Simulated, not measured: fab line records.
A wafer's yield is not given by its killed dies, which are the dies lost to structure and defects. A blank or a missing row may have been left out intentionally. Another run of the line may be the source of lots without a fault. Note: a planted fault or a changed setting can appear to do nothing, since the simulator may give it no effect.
Which tool was responsible?	flow nand_harc	11 lots, 33 wafers sampled, at 6 steps of a route of 1302

## WHAT THE GAUGES SHOWED, per wafer
NHARC_P_M2_INSPECT_27.
lot	measured	on	raw_defect_count
L537	day 7 14:13	defect_inspect-01	290 419 233
L539	day 8 15:22	defect_inspect-01	569 428 335
L540	day 9 12:05	defect_inspect-01	278 368 414
L542	day 10 01:14	defect_inspect-02	191 263 185
L543	day 10 05:07	defect_inspect-01	162 153 233
L544	day 10 13:16	defect_inspect-01	512 707 579
L545	day 11 00:17	defect_inspect-01	422 358 303
L547	day 12 00:41	defect_inspect-01	226 205 236
L551	day 13 10:00	defect_inspect-02	1480 1395 1414
L552	day 14 01:53	defect_inspect-02	1455 1544 1457
L557	day 16 08:23	defect_inspect-02	244 397 668

NHARC_END_SORT_01.
lot	measured	on	defect_limited_yield (%)	killed_at_array	killed_at_other	killed_at_periphery	killed_dies	killed_open	killed_short	sort_bin_2_pct (%)	sort_bin_3_pct (%)	sort_bin_4_pct (%)	sort_n_pass	sort_rim_yield_pct (%)	sort_yield_pct (%)
L537	day 25 11:32	prober-01	97.3 96.0 96.2	18 24 25	0 1 1	0 2 0	18 27 26	0 1 1	3 1 4	1.3 0.9 1.3	0.3 0.3 0.3	1.0 2.8 2.2	659 650 651	93 95 96	97.3 96.0 96.2
L551	day 31 15:01	prober-02	16.0 14.8 20.4	38 45 32	0 1 2	531 531 505	569 577 539	3 0 1	1 2 1	38.6 35.3 34.3	9.9 8.6 9.2	35.6 41.4 36.2	108 100 138	19 11 20	16.0 14.8 20.4
L552	day 31 06:23	prober-01	17.0 16.7 18.6	19 20 17	1 1 0	542 543 534	562 564 551	3 2 0	1 2 1	38.6 35.5 35.0	8.6 9.5 8.0	35.9 38.4 38.4	115 113 126	14 16 18	17.0 16.7 18.6

## EACH LOT AND THE TOOL THAT RAN IT (in order: tool; ch and the chambers of the sampled wafers; start)
lot	NHARC_P_M2_ETCH_28	NHARC_P_M2_ANNEAL_31	NHARC_P_M2_CMP_23	NHARC_P_BONDPAD_DEP_00
L537	rie_diel-02 ch 0,1, day 7 13:25 or earlier	rtp_anneal-01 ch 0, day 7 13:25	cmp-02 ch 0,1,3, day 7 13:47	pecvd-01 ch 0,1, day 25 11:32 or earlier
L539	rie_diel-06 ch 0,2,3, day 8 14:32 or earlier	rtp_anneal-01 ch 0, day 8 14:32	cmp-03 ch 2,3, day 8 14:54	pecvd-03 ch 1,2, day 8 15:56
L540	rie_diel-06 ch 1,2,3, day 9 09:52 or earlier	rtp_anneal-01 ch 0, day 9 09:52	cmp-02 ch 0,3, day 9 11:39	pecvd-03 ch 0,2, day 9 12:39
L542	rie_diel-06 ch 0,1, day 10 00:25 or earlier	rtp_anneal-02 ch 0, day 10 00:25	cmp-01 ch 0,1, day 10 00:46	pecvd-03 ch 0,2, no start
L543	rie_diel-06 ch 0,1,2, day 10 04:17 or earlier	rtp_anneal-02 ch 0, day 10 04:17	cmp-03 ch 0,2,3, day 10 04:41	pecvd-01 ch 0,1,2, day 10 05:46
L544	rie_diel-06 ch 1,2, day 10 12:33 or earlier	rtp_anneal-01 ch 0, day 10 12:33	cmp-02 ch 0,1,2, day 10 12:51	pecvd-01 ch 1,2, day 10 13:55
L545	rie_diel-02 ch 1,2,3, day 10 23:28 or earlier	rtp_anneal-01 ch 0, day 10 23:28	cmp-02 ch 1,2,3, day 10 23:50	pecvd-04 ch 0,2, day 11 00:55
L547	rie_diel-06 ch 1,2,3, day 11 23:57 or earlier	rtp_anneal-02 ch 0, day 11 23:57	cmp-02 ch 1,2,3, day 12 00:11	pecvd-03 ch 0,1, day 12 01:17
L551	rie_diel-06 ch 0,1,3, day 13 09:14 or earlier	rtp_anneal-02 ch 0, day 13 09:14	cmp-02 ch 2,3, day 13 09:32	pecvd-01 ch 0,2, day 13 10:39
L552	rie_diel-02 ch 1,3, day 14 01:04 or earlier	rtp_anneal-01 ch 0, day 14 01:04	cmp-02 ch 0,3, day 14 01:26	pecvd-04 ch 0,1,2, day 14 02:43
L557	rie_diel-02 ch 0,2,3, day 16 07:34 or earlier	rtp_anneal-01 ch 0, day 16 07:34	cmp-03 ch 0,1,3, day 16 07:56	pecvd-01 ch 0,1,2, no start
- NHARC_P_M2_ETCH_28: etches the open film in CF4/N2, target depth 30 nm, time 72.99 s.
- NHARC_P_M2_ANNEAL_31: time 90 s.
- NHARC_P_M2_CMP_23: polishes, t overpolish 20 s, target thk 144.3 nm.
- NHARC_P_BONDPAD_DEP_00: deposits SiCN, target thk 250 nm.

## WHAT THE TOOLS THEMSELVES READ (means of the sampled wafers that have a number; where no wafer has one, the mark that the record gives instead)
NHARC_P_M2_ETCH_28.
lot	tool	drypump_motor_current_A (A)	mfc_ar_sccm (sccm)	oes_product_au (a.u.)	rf_vpp_V (V)	showerhead_plenum_p_Torr (Torr)	throttle_valve_pct (%)
L537	rie_diel-02	5.2	149.9	0.991	313.9	2.61	19.791
L539	rie_diel-06	6.0	149.6	0.996	313.6	2.58	19.801
L540	rie_diel-06	6.1	150.0	1.013	314.4	2.64	19.799
L542	rie_diel-06	5.7	149.9	1.014	315.9	2.68	19.809
L543	rie_diel-06	5.9	150.2	1.005	315.5	2.67	19.791
L544	rie_diel-06	5.9	150.0	1.010	315.8	2.73	19.785
L545	rie_diel-02	5.1	149.8	0.988	312.4	2.52	19.785
L547	rie_diel-06	6.0	150.5	1.012	314.8	2.64	19.790
L551	rie_diel-06	5.8	149.9	0.994	313.6	2.59	19.793
L552	rie_diel-02	4.8	149.8	0.993	311.4	2.50	19.791
L557	rie_diel-02	5.5	150.1	0.992	313.7	2.62	19.796

NHARC_P_M2_ANNEAL_31.
lot	tool	wafer_temp_C_max
L537	rtp_anneal-01	225.51
L539	rtp_anneal-01	225.46
L540	rtp_anneal-01	225.79
L542	rtp_anneal-02	226.08
L543	rtp_anneal-02	225.81
L544	rtp_anneal-01	225.50
L545	rtp_anneal-01	225.63
L547	rtp_anneal-02	225.91
L551	rtp_anneal-02	226.06
L552	rtp_anneal-01	226.04
L557	rtp_anneal-01	225.71

NHARC_P_M2_CMP_23.
lot	tool	motor_current_A (A)	time_to_endpoint_s (s)
L537	cmp-02	13.0	28
L539	cmp-03	12.4	28
L540	cmp-02	13.0	30
L542	cmp-01	12.7	28
L543	cmp-03	12.3	31
L544	cmp-02	13.1	30
L545	cmp-02	12.9	32
L547	cmp-02	12.6	36
L551	cmp-02	12.9	32
L552	cmp-02	13.4	28
L557	cmp-03	13.1	29

NHARC_P_BONDPAD_DEP_00.
lot	tool	heater_power_w (W)
L537	pecvd-01	551
L539	pecvd-03	531
L540	pecvd-03	586
L542	pecvd-03	560
L543	pecvd-01	650
L544	pecvd-01	650
L545	pecvd-04	643
L547	pecvd-03	482
L551	pecvd-01	677
L552	pecvd-04	665
L557	pecvd-01	595

## THE ANSWER, worked out from the rows above alone
Rule: usual is defined by the lots themselves. The widest of any qualifying gaps counts: lots, ordered by their means at a reading, are off when they make up no more than a third of the lots, leave a main group of 4 or more, and stand apart from it by 3 or more times the standard deviation of that group's means. If all means in a main group match to the digits the tables above print for the reading, that group is not used. A lot without any number at a reading at which 4 lots or more have one is off too. The other lots that the step has rows for count as sound. After the gauges, taken in route order, come the tools' own readings; for these a lot's mean is taken, as printed above. The first step at which some lot is off is used, and at that step the reading that is off furthest; a lot without a number counts as furthest.
Off at NHARC_P_M2_INSPECT_27 (raw_defect_count): L551, L552. Main group: mean 347, sd 1.3e+02.
If a tool, at a process step before that reading, ran all the lots that are off and no sound lot after the first of them, it fits. The gauges at NHARC_P_M2_INSPECT_27 are tried like those tools. Because NHARC_P_M2_ETCH_28 lacks a start for some lots, the hours and order of its lots are taken from NHARC_P_M2_ANNEAL_31. One fits: cmp-02 at NHARC_P_M2_CMP_23. Its last sound lot is L547 (day 12 00:11), its first lot that is off L551 (day 13 09:32): a fault that began between those two fits.

## WHAT THE SIMULATOR PUT IN
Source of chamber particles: cmp-02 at NHARC_P_M2_CMP_23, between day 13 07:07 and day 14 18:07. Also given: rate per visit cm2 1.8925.
Lots struck among those shown: L551, L552. The rule above reached the same finding.
